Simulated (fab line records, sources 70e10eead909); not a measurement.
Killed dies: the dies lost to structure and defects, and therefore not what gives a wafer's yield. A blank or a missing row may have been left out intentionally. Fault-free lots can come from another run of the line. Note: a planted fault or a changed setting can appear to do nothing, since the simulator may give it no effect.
fab line records | flow nandHarc
[record] lots = 12 | wafers = 36 | lastDay = 33
route steps=1302 shown A_CHANNEL_HOLE_D2@587 A_CHANNEL_FILL_D2@618 END@1302
lots that met no fault: from a run of the same line without faults
startH: hours from the record's opening day to when the first of the lot's shown wafers began | waitH: hours from the lot's prior step to this one | " identical to the entry in the row above | L1.1+2: a row that stands for several wafers | - value missing, or start not given | * or withheld: withheld | < > ~ a bound
route shown NAME@n: NAME is a module with steps in the file, n the number in the route of the first one | usual: mean/standard deviation taken from wafers without a fault | same: alike in all rows | chamber/n: place in a boat | sites: each site's reading | _std_site: how widely they spread, as a standard deviation | _edge_site: the outer-site mean with the inner-site mean subtracted | radiusMm: for every site, how far away it sits from the centre of the wafer | mask NAME#n: copy n | behind: the most recent tool/chamber to have shaped the wafer | hold: what put the lot on hold/how long, in hours/how the hold closed | device: transistor that didn't switch, given as n, p or np | end of line: the route-end tests of the same wafers | a step without rows: its recipe alone | killed: the dies lost at the first sort to structure and to defects; this is not the yield of the wafer | map: a wafer's dies, marking killed ones x, the rest . and places with no die _
set.NAME: setting as actually run; set.NAME@STEP: the setting as run at that earlier step | model.NAME: the simulator's own value behind a step, which no gauge read
a sample of lots followed through the steps of the route, with each step as a table and each wafer as a row
services: the hour from which a tool's chamber was out of use, counted from the record's first day as startH (under 0 if before that day), plus the number of hours and why
[[steps]]
[step NHARC_A_CHANNEL_HOLE_D2_ETCH_39]
[recipe] targetDepthA = 2600 | overEtchFrac = 0.3 | timeS = 325 | ionEnergyEv = 200 | n2FlowSccm = 150 | h2FlowSccm = 150 | arFlowSccm = 0 | rfW = 400 | biasW = 150 | chemistry = N2/H2
[usual] drypumpMotorCurrentA = 5.7/0.45 | oesProductAu = 1.005/0.013 | rfVppV = 432.3/2.6 | showerheadPlenumPTorr = 2.11/0.091 | throttleValvePct = 14.171/0.0092
lot.wafer | tool       | chamber | startH | waitH | drypumpMotorCurrentA | oesProductAu | rfHoursCounterH | rfVppV | showerheadPlenumPTorr | throttleValvePct
L233.2    | rieDiel-04 | 2       | -      | -     | 5.9                  | 1.002        | 8.0             | 433.2  | 2.16                  | 14.166
L233.3    | "          | 3       | "      | "     | 6.3                  | 0.989        | 8.9             | 434.8  | 2.17                  | 14.166
L233.4    | "          | 0       | "      | "     | 5.4                  | 1.016        | 9.0             | 434.8  | 2.20                  | 14.151
L239.3    | rieDiel-03 | 0       | -      | -     | 5.2                  | 1.011        | 3.1             | 434.9  | 2.16                  | 14.176
L239.2    | "          | 1       | "      | "     | 6.2                  | 0.999        | 3.9             | 427.5  | 1.93                  | 14.172
L239.6    | "          | 3       | "      | "     | 5.6                  | 0.990        | -               | 433.5  | 2.18                  | 14.167
L241.3    | rieDiel-04 | 3       | -      | -     | 6.3                  | 1.017        | 1.4             | 432.4  | 2.17                  | 14.163
L241.1    | "          | 0       | "      | "     | 5.4                  | 1.011        | 1.3             | 433.4  | 2.20                  | 14.177
L241.5    | "          | 0       | "      | "     | 5.4                  | 1.001        | -               | 435.5  | 2.20                  | 14.159
L243.2    | rieDiel-04 | 3       | -      | -     | 6.3                  | 1.021        | 2.2             | 434.3  | 2.17                  | 14.162
L243.3    | "          | 1       | "      | "     | 4.7                  | 0.984        | 1.7             | 435.2  | 2.19                  | 14.167
L243.6    | "          | 0       | "      | "     | 5.4                  | 0.996        | -               | 433.4  | 2.20                  | 14.163
L245.1    | rieDiel-04 | 0       | -      | -     | 5.4                  | 1.007        | 4.1             | 435.2  | 2.20                  | 14.185
L245.2    | "          | 2       | "      | "     | 5.8                  | 1.005        | 4.1             | 433.7  | 2.16                  | 14.170
L245.6    | "          | 0       | "      | "     | 5.4                  | 1.011        | -               | 435.9  | 2.20                  | 14.161
L248.2    | rieDiel-04 | 0       | -      | -     | 5.4                  | 1.010        | 5.5             | 435.1  | 2.19                  | 14.176
L248.4    | "          | 1       | "      | "     | 4.7                  | 1.006        | 5.4             | 433.7  | 2.19                  | 14.160
L248.1    | "          | 3       | "      | "     | 6.3                  | 1.009        | 5.3             | 435.7  | 2.17                  | 14.187
L246.1    | rieDiel-03 | 1       | -      | -     | 6.2                  | 0.989        | 8.4             | 427.3  | 1.93                  | 14.164
L246.3    | "          | 3       | "      | "     | 5.6                  | 1.000        | 7.5             | 434.9  | 2.18                  | 14.169
L246.5    | "          | 1       | "      | "     | 6.2                  | 0.998        | -               | 428.2  | 1.92                  | 14.179
L249.4    | rieDiel-03 | 2       | -      | -     | 5.5                  | 0.997        | 0.1             | 432.5  | 2.12                  | 14.184
L249.5    | "          | 3       | "      | "     | 5.6                  | 1.005        | -               | 434.7  | 2.18                  | 14.176
L249.6    | "          | 0       | "      | "     | 5.2                  | 0.999        | -               | 433.5  | 2.16                  | 14.152
L250.4    | rieDiel-05 | 0       | -      | -     | 6.0                  | 1.007        | 2.1             | 426.9  | 1.91                  | 14.176
L250.6    | "          | 0       | "      | "     | 6.0                  | 0.994        | -               | 427.2  | 1.91                  | 14.181
L250.5    | "          | 1       | "      | "     | 6.0                  | 1.012        | -               | 432.1  | 2.06                  | 14.184
L253.3    | rieDiel-05 | 2       | -      | -     | 5.8                  | 1.010        | 2.9             | 432.6  | 2.11                  | 14.165
L253.1    | "          | 3       | "      | "     | 5.8                  | 1.004        | 3.3             | 428.4  | 2.01                  | 14.173
L253.5    | "          | 2       | "      | "     | 5.8                  | 1.021        | -               | 431.6  | 2.11                  | 14.176
L254.4    | rieDiel-05 | 1       | -      | -     | 6.0                  | 1.011        | 3.9             | 431.4  | 2.06                  | 14.175
L254.1    | "          | 2       | "      | "     | 5.8                  | 1.010        | 3.6             | 432.8  | 2.11                  | 14.179
L254.6    | "          | 0       | "      | "     | 6.0                  | 0.998        | -               | 427.5  | 1.91                  | 14.166
L255.4    | rieDiel-03 | 2       | -      | -     | 5.5                  | 1.007        | 4.1             | 432.9  | 2.12                  | 14.169
L255.1    | "          | 3       | "      | "     | 5.7                  | 0.996        | 4.0             | 434.5  | 2.18                  | 14.164
L255.3    | "          | 0       | "      | "     | 5.2                  | 0.998        | 4.3             | 434.0  | 2.16                  | 14.179
[step NHARC_A_CHANNEL_FILL_D2_CVD_18]
[recipe] targetThkA = 30 | tempC = 550 | material = poly-Si
[usual] spikeTcTopC = 571/3.2 | zonePowerLowerPct = 8.0/0.36
lot.wafer | tool         | chamber | startH | waitH | spikeTcTopC | zonePowerLowerPct
L233.2    | lpcvdPoly-04 | 0       | 342.16 | -     | 570         | 7.9
L233.3    | "            | 0       | "      | "     | 570         | 7.9
L233.4    | "            | 0       | "      | "     | 571         | 7.9
L239.2    | lpcvdPoly-04 | 0       | 397.74 | -     | 571         | 7.8
L239.3    | "            | 0       | "      | "     | 571         | 7.8
L239.6    | "            | 0       | "      | "     | 572         | 7.8
L239.2    | lpcvdPoly-02 | 0       | 401.61 | 2.2   | 569         | 7.9
L239.3    | "            | 0       | "      | "     | 571         | 7.8
L239.6    | "            | 0       | "      | "     | 567         | 7.7
L241.1    | lpcvdPoly-02 | 0       | 416.53 | -     | 567         | 7.8
L241.3    | "            | 0       | "      | "     | 569         | 7.7
L241.5    | "            | 0       | "      | "     | 570         | 7.8
L241.1    | lpcvdPoly-02 | 0       | 418.76 | 0.5   | 568         | 7.9
L241.3    | "            | 0       | "      | "     | 568         | 7.6
L241.5    | "            | 0       | "      | "     | 569         | 7.9
L243.2    | lpcvdPoly-02 | 0       | 431.77 | -     | 571         | 7.7
L243.3    | "            | 0       | "      | "     | 569         | 7.7
L243.6    | "            | 0       | "      | "     | 567         | 7.9
L243.2    | lpcvdPoly-02 | 0       | 434.00 | 0.5   | 568         | 7.8
L243.3    | "            | 0       | "      | "     | 567         | 7.8
L243.6    | "            | 0       | "      | "     | 569         | 7.8
L245.1    | lpcvdPoly-03 | 0       | 450.77 | -     | 578         | 8.7
L245.2    | "            | 0       | "      | "     | 576         | 8.7
L245.6    | "            | 0       | "      | "     | 575         | 8.6
L246.1    | lpcvdPoly-04 | 0       | 486.88 | -     | 571         | 7.9
L246.3    | "            | 0       | "      | "     | 571         | 7.9
L246.5    | "            | 0       | "      | "     | 572         | 7.9
L248.1    | lpcvdPoly-04 | 0       | 486.88 | -     | 570         | 7.8
L248.2    | "            | 0       | "      | "     | 570         | 7.9
L248.4    | "            | 0       | "      | "     | 571         | 7.8
L249.4    | lpcvdPoly-04 | 0       | 500.45 | -     | 570         | 8.0
L249.5    | "            | 0       | "      | "     | 571         | 7.9
L249.6    | "            | 0       | "      | "     | 571         | 7.9
L250.4    | lpcvdPoly-04 | 0       | 500.45 | -     | 570         | 7.9
L250.5    | "            | 0       | "      | "     | 571         | 7.7
L250.6    | "            | 0       | "      | "     | 570         | 7.8
L253.1    | lpcvdPoly-03 | 0       | 531.83 | -     | 577         | 8.4
L253.3    | "            | 0       | "      | "     | 578         | 8.8
L253.5    | "            | 0       | "      | "     | 576         | 8.8
L254.1    | lpcvdPoly-02 | 0       | 536.38 | -     | 570         | 7.9
L254.4    | "            | 0       | "      | "     | 567         | 7.7
L254.6    | "            | 0       | "      | "     | 569         | 7.7
L255.1    | lpcvdPoly-02 | 0       | 560.88 | -     | 568         | 7.8
L255.3    | "            | 0       | "      | "     | 568         | 7.9
L255.4    | "            | 0       | "      | "     | 569         | 7.8
[step NHARC_A_CHANNEL_FILL_D2_ETCHBACK_08]
[recipe] targetDepthA = 2200 | timeS = 110 | c4f8FlowSccm = 20 | arFlowSccm = withheld | rfW = 600 | biasW = 300 | chemistry = C4F8
[usual] oesProductAu = 0.97/0.037 | rfVppV = 440/3.2
lot.wafer | tool       | chamber | startH | waitH | oesProductAu | rfHoursCounterH | rfVppV
L233.2    | rieDiel-01 | 0       | -      | -     | 0.92         | 3.3             | 440
L233.4    | "          | 2       | "      | "     | 0.94         | 3.2             | 438
L233.3    | "          | 3       | "      | "     | 0.93         | 3.3             | 437
L239.3    | rieDiel-01 | 1       | -      | -     | 0.90         | 1.4             | 439
L239.2    | "          | 3       | "      | "     | 0.94         | 1.5             | 437
L239.6    | "          | 2       | "      | "     | 0.95         | -               | 438
L241.1    | rieDiel-12 | 3       | -      | -     | 0.91         | 5.2             | 446
L241.3    | "          | 2       | "      | "     | 0.95         | 5.9             | 437
L241.5    | "          | 3       | "      | "     | 0.93         | -               | 444
L243.2    | rieDiel-12 | 3       | -      | -     | 1.02         | 0.0             | 445
L243.3    | "          | 2       | "      | "     | 1.00         | 0.0             | 436
L243.6    | "          | 3       | "      | "     | 1.02         | -               | 446
L245.2    | rieDiel-01 | 2       | -      | -     | 0.95         | 2.5             | 439
L245.1    | "          | 0       | "      | "     | 0.93         | 2.6             | 439
L245.6    | "          | 2       | "      | "     | 0.95         | -               | 439
L246.1    | rieDiel-12 | 3       | -      | -     | 0.95         | 1.6             | 446
L246.3    | "          | 2       | "      | "     | 0.97         | 1.8             | 437
L246.5    | "          | 3       | "      | "     | 0.95         | -               | 446
L248.2    | rieDiel-06 | 3       | -      | -     | 0.99         | 2.0             | 440
L248.1    | "          | 0       | "      | "     | 1.00         | 2.3             | 447
L248.4    | "          | 0       | "      | "     | 1.00         | -               | 446
L249.4    | rieDiel-12 | 1       | -      | -     | 0.99         | 1.9             | 446
L249.5    | "          | 0       | "      | "     | 0.99         | -               | 438
L249.6    | "          | 1       | "      | "     | 0.99         | -               | 446
L250.4    | rieDiel-01 | 3       | -      | -     | 1.00         | 4.4             | 436
L250.6    | "          | 2       | "      | "     | 1.00         | -               | 438
L250.5    | "          | 3       | "      | "     | 1.00         | -               | 439
L253.1    | rieDiel-01 | 2       | -      | -     | 0.94         | 5.0             | 440
L253.3    | "          | 3       | "      | "     | 0.93         | 5.1             | 437
L253.5    | "          | 2       | "      | "     | 0.94         | -               | 438
L254.1    | rieDiel-12 | 1       | -      | -     | 0.91         | 3.1             | 445
L254.4    | "          | 2       | "      | "     | 0.92         | 3.2             | 436
L254.6    | "          | 1       | "      | "     | 0.94         | -               | 445
L255.3    | rieDiel-12 | 0       | -      | -     | 0.91         | 3.5             | 439
L255.1    | "          | 2       | "      | "     | 0.92         | 3.8             | 437
L255.4    | "          | 2       | "      | "     | 0.91         | -               | 438
[step NHARC_A_CHANNEL_FILL_D2_STRIP_29]
[recipe] timeS = 20 | o2FlowSccm = 500 | arFlowSccm = 0 | biasW = 0 | chemistry = O2
[usual] drypumpMotorCurrentA = 5.9/0.36 | oesProductAu = 1.002/0.015 | rfVppV = 57.7/0.89 | showerheadPlenumPTorr = 3.48/0.17 | throttleValvePct = 17.036/0.0086
lot.wafer | tool       | chamber | startH | waitH | drypumpMotorCurrentA | oesProductAu | rfHoursCounterH | rfVppV | showerheadPlenumPTorr | throttleValvePct
L233.3    | rieDiel-01 | 3       | -      | -     | 5.8                  | 0.996        | 3.4             | 56.6   | 3.32                  | 17.040
L233.4    | "          | 1       | "      | "     | 5.9                  | 1.003        | 3.2             | 57.6   | 3.37                  | 17.033
L233.2    | "          | 2       | "      | "     | 6.3                  | 1.003        | 3.2             | 57.7   | 3.39                  | 17.047
L239.2    | rieDiel-01 | 1       | -      | -     | 5.9                  | 0.983        | 1.4             | 58.3   | 3.36                  | 17.025
L239.3    | "          | 2       | "      | "     | 6.4                  | 1.034        | 1.4             | 56.4   | 3.39                  | 17.044
L239.6    | "          | 1       | "      | "     | 5.9                  | 0.978        | -               | 56.8   | 3.36                  | 17.043
L241.1    | rieDiel-12 | 1       | -      | -     | 5.6                  | 0.986        | 5.2             | 58.7   | 3.73                  | 17.039
L241.3    | "          | 2       | "      | "     | 5.1                  | 1.029        | 5.9             | 57.6   | 3.33                  | 17.045
L241.5    | "          | 1       | "      | "     | 5.6                  | 0.978        | -               | 59.1   | 3.73                  | 17.044
L243.3    | rieDiel-12 | 3       | -      | -     | 5.7                  | 1.018        | 0.1             | 59.5   | 3.79                  | 17.028
L243.2    | "          | 2       | "      | "     | 5.2                  | 1.013        | 0.0             | 57.1   | 3.33                  | 17.041
L243.6    | "          | 0       | "      | "     | 6.2                  | 1.011        | -               | 57.0   | 3.43                  | 17.031
L245.1    | rieDiel-01 | 1       | -      | -     | 5.9                  | 0.992        | 2.4             | 56.5   | 3.36                  | 17.022
L245.2    | "          | 0       | "      | "     | 6.1                  | 1.013        | 2.6             | 57.8   | 3.48                  | 17.027
L245.6    | "          | 2       | "      | "     | 6.3                  | 1.026        | -               | 57.1   | 3.39                  | 17.034
L246.3    | rieDiel-12 | 1       | -      | -     | 5.6                  | 1.008        | 1.9             | 57.7   | 3.73                  | 17.035
L246.1    | "          | 2       | "      | "     | 5.1                  | 1.009        | 1.8             | 56.4   | 3.33                  | 17.032
L246.5    | "          | 3       | "      | "     | 5.7                  | 1.026        | -               | 57.7   | 3.79                  | 17.040
L248.1    | rieDiel-06 | 0       | 508.86 | 1.2   | 5.8                  | 0.995        | 3.4             | 57.7   | 3.81                  | 17.030
L248.2    | "          | 2       | "      | "     | 5.8                  | 0.993        | 2.8             | 57.4   | 3.50                  | 17.030
L248.4    | "          | 3       | "      | "     | 5.2                  | 0.994        | -               | 58.5   | 3.41                  | 17.035
L249.4    | rieDiel-12 | 3       | -      | -     | 5.7                  | 1.031        | 1.8             | 58.9   | 3.79                  | 17.037
L249.6    | "          | 3       | "      | "     | 5.7                  | 1.020        | -               | 59.4   | 3.79                  | 17.037
L249.5    | "          | 0       | "      | "     | 6.2                  | 0.987        | -               | 58.1   | 3.43                  | 17.021
L250.4    | rieDiel-01 | 0       | -      | -     | 6.1                  | 1.002        | 4.5             | 59.4   | 3.48                  | 17.053
L250.5    | "          | 0       | "      | "     | 6.1                  | 1.005        | -               | 58.1   | 3.48                  | 17.020
L250.6    | "          | 1       | "      | "     | 5.9                  | 0.986        | -               | 56.8   | 3.36                  | 17.028
L253.1    | rieDiel-01 | 3       | -      | -     | 5.8                  | 1.001        | 5.2             | 56.9   | 3.32                  | 17.032
L253.3    | "          | 1       | "      | "     | 5.9                  | 0.985        | 5.2             | 57.4   | 3.36                  | 17.043
L253.5    | "          | 2       | "      | "     | 6.3                  | 1.017        | -               | 57.5   | 3.39                  | 17.045
L254.4    | rieDiel-12 | 3       | -      | -     | 5.7                  | 1.031        | 3.2             | 57.2   | 3.79                  | 17.048
L254.1    | "          | 2       | "      | "     | 5.2                  | 1.001        | 3.3             | 56.4   | 3.33                  | 17.024
L254.6    | "          | 3       | "      | "     | 5.7                  | 1.036        | -               | 57.8   | 3.79                  | 17.035
L255.1    | rieDiel-12 | 3       | 580.30 | 0.1   | 5.7                  | 1.027        | 3.6             | 58.1   | 3.79                  | 17.034
L255.3    | "          | 2       | "      | "     | 5.2                  | 0.997        | 3.9             | 58.4   | 3.33                  | 17.041
L255.4    | "          | 3       | "      | "     | 5.7                  | 1.031        | -               | 56.9   | 3.79                  | 17.035
[step NHARC_END_SORT_01]
[recipe] tempC = 25
[usual] killedAtArray = 64/20 | killedAtOther = 0.7/1.1 | killedAtPeriphery = 3.6/2.7 | killedDies = 68/20 | killedOpen = 2.8/1.9 | killedShort = 2.3/1.5
[same] grossDies = 677
lot.wafer | tool      | chamber | startH | waitH | killedAtArray | killedAtOther | killedAtPeriphery | killedDies | killedOpen | killedShort
L241.1    | prober-01 | 0       | 653.32 | 2.5   | 668           | 3             | 6                 | 677        | 4          | 3
L241.3    | prober-01 | 0       | 654.94 | 3.1   | 672           | 0             | 5                 | 677        | 3          | 0
L241.5    | prober-01 | 0       | 656.56 | 3.7   | 675           | 0             | 2                 | 677        | 4          | 2
L239.2    | prober-02 | 0       | 673.88 | 2.8   | 669           | 5             | 3                 | 677        | 2          | 3
L239.3    | prober-02 | 0       | 674.69 | 3.1   | 675           | 0             | 2                 | 677        | 2          | 0
L239.6    | prober-02 | 0       | 677.12 | 4.1   | 675           | 1             | 1                 | 677        | 2          | 2
L243.2    | prober-01 | 0       | 689.58 | 2.8   | 669           | 1             | 7                 | 677        | 2          | 1
L243.3    | prober-01 | 0       | 690.39 | 3.1   | 674           | 0             | 3                 | 677        | 2          | 1
L243.6    | prober-01 | 0       | 692.80 | 4.0   | 673           | 1             | 3                 | 677        | 5          | 3
// killed by level:class
L241.1 A_CHANNEL_FILL_D2:areaCvd=611 A_CHANNEL_HOLE_D1:chamberFilmFlake=26 A_CHANNEL_HOLE_D2:chamberFilmFlake=14 A_CONTACT:chamberFilmFlake=4 A_M0:chamberFilmFlake=4 P_BONDPAD:chamberFilmFlake=2 THIN_TSV:chamberFilmFlake=2 A_CHANNEL_FILL_D2:chamberFilmFlake=2
L241.3 A_CHANNEL_FILL_D2:areaCvd=616 A_CHANNEL_HOLE_D1:chamberFilmFlake=29 A_CHANNEL_HOLE_D2:chamberFilmFlake=14 A_SLIT:chamberFilmFlake=5 P_STI:chamberFilmFlake=3 A_STAIRCASE:chamberFilmFlake=2 A_M0:chamberFilmFlake=2 A_CHANNEL_FILL_D1:geometricParticle:open=1
L241.5 A_CHANNEL_FILL_D2:areaCvd=619 A_CHANNEL_HOLE_D1:chamberFilmFlake=28 A_CHANNEL_HOLE_D2:chamberFilmFlake=14 A_SLIT:chamberFilmFlake=3 A_CONTACT:chamberFilmFlake=3 A_SOURCE_PLATE:geometricParticle:short=1 A_CHANNEL_HOLE_D1:geometricParticle:open=1 A_M0:geometricParticle:short=1
L239.2 A_CHANNEL_FILL_D2:areaCvd=583 A_CHANNEL_HOLE_D1:chamberFilmFlake=34 A_SLIT:chamberFilmFlake=27 A_CHANNEL_HOLE_D2:chamberFilmFlake=15 THIN_TSV:chamberFilmFlake=5 A_CONTACT:chamberFilmFlake=4 A_SOURCE_PLATE:geometricParticle:short=2 P_GATE:geometricParticle:open=1
L239.3 A_CHANNEL_FILL_D2:areaCvd=587 A_CHANNEL_HOLE_D1:chamberFilmFlake=36 A_SLIT:chamberFilmFlake=30 A_CHANNEL_HOLE_D2:chamberFilmFlake=10 A_STAIRCASE:chamberFilmFlake=3 A_CHANNEL_FILL_D1:chamberFilmFlake=2 A_CHANNEL_FILL_D2:chamberFilmFlake=2 A_CONTACT:chamberFilmFlake=2
L239.6 A_CHANNEL_FILL_D2:areaCvd=591 A_CHANNEL_HOLE_D1:chamberFilmFlake=35 A_SLIT:chamberFilmFlake=24 A_CHANNEL_HOLE_D2:chamberFilmFlake=13 A_WL_FILL:chamberFilmFlake=3 A_CONTACT:chamberFilmFlake=3 A_ONON_D1:geometricParticle:short=1 A_CHANNEL_FILL_D1:geometricParticle:open=1
L243.2 A_CHANNEL_FILL_D2:areaCvd=611 A_CHANNEL_HOLE_D1:chamberFilmFlake=27 A_CHANNEL_HOLE_D2:chamberFilmFlake=14 A_CONTACT:chamberFilmFlake=4 P_GATE:chamberFilmFlake=3 A_DECK1_JOINT:chamberFilmFlake=3 P_STI:chamberFilmFlake=2 A_STAIRCASE:chamberFilmFlake=2
L243.3 A_CHANNEL_FILL_D2:areaCvd=610 A_CHANNEL_HOLE_D1:chamberFilmFlake=28 A_CHANNEL_HOLE_D2:chamberFilmFlake=21 A_SLIT:chamberFilmFlake=3 A_CONTACT:chamberFilmFlake=3 P_GATE:chamberFilmFlake=2 A_DECK1_JOINT:chamberFilmFlake=2 A_STAIRCASE:chamberFilmFlake=2
L243.6 A_CHANNEL_FILL_D2:areaCvd=604 A_CHANNEL_HOLE_D1:chamberFilmFlake=34 A_CHANNEL_HOLE_D2:chamberFilmFlake=15 A_CONTACT:chamberFilmFlake=5 A_ONON_D1:geometricParticle:open=2 A_WL_FILL:geometricParticle:short=2 P_GATE:chamberFilmFlake=2 A_WL_FILL:chamberFilmFlake=2
[[services]]
tool         | chamber | startH | hours | kind
rieDiel-05   | -       | 291.86 | 2.9   | repair
rieDiel-12   | 3       | 293.25 | 15.9  | repair
rieDiel-01   | -       | 301.00 | 0.1   | repair
rieDiel-12   | 0       | 305.73 | 4.8   | repair
rieDiel-06   | -       | 307.20 | 9.0   | pm
rieDiel-01   | -       | 332.76 | 0.3   | repair
lpcvdPoly-03 | -       | 335.06 | 36.0  | repair
rieDiel-03   | 0       | 342.98 | 6.5   | repair
rieDiel-04   | -       | 354.90 | 9.0   | pm
rieDiel-01   | 1       | 379.58 | 2.2   | repair
rieDiel-05   | 2       | 379.76 | 8.7   | repair
rieDiel-01   | -       | 380.80 | 9.0   | pm
rieDiel-12   | 1       | 383.87 | 12.8  | repair
rieDiel-05   | -       | 402.20 | 1.8   | repair
rieDiel-05   | -       | 406.60 | 9.0   | pm
rieDiel-05   | 2       | 433.75 | 3.5   | repair
rieDiel-12   | -       | 445.51 | 9.0   | pm
rieDiel-03   | -       | 458.30 | 9.0   | pm
rieDiel-12   | 0       | 468.24 | 1.4   | repair
rieDiel-12   | 3       | 503.27 | 4.2   | repair
rieDiel-04   | -       | 531.90 | 9.0   | pm
rieDiel-01   | -       | 557.80 | 9.0   | pm
rieDiel-05   | 1       | 562.57 | 6.9   | repair
rieDiel-12   | 1       | 574.03 | 8.2   | repair
[[key]]
[firstSign] step = NHARC_A_CHANNEL_FILL_D2_CVD_18 | reading = visit | direction = added
[effect] step = NHARC_END_SORT_01 | reading = killedDies | direction = up | sigmas = 31 | usual = 68 | struck = 677
[moreKillsBornAt] NHARC_A_CHANNEL_FILL_D2_CVD_18@lpcvdPoly-02 = 5432
metAt NHARC_A_CHANNEL_FILL_D2_CVD_18
struckLots L239,L241,L243
laterRowsLeftOut L239.2,L239.3,L239.6,L241.1,L241.3,L241.5,L243.2,L243.3,L243.6
testerLeftOut L239,L241,L243
notActingAt NHARC_A_CHANNEL_HOLE_D2_ETCH_39,NHARC_A_CHANNEL_FILL_D2_ETCHBACK_08,NHARC_A_CHANNEL_FILL_D2_STRIP_29
[fault] kind = repeatedStepWhole | tool = lpcvdPoly-02,lpcvdPoly-03,lpcvdPoly-04 | chamber = - | onsetH = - | steps = NHARC_A_CHANNEL_FILL_D2_CVD_18 | times = 1 | scope = struckLotsOnly
// testerLeftOut: of these lots the tester's yield and bins aren't shown, on N5 and GAA mostly nor the transistor test; their killed dies are dies lost to structure and defects alone, not to doping, threshold or leakage, so they don't give the yield
// laterRowsLeftOut: the simulator's readings of these wafers behind a module that went badly wrong aren't trusted and aren't shown, but for the sort
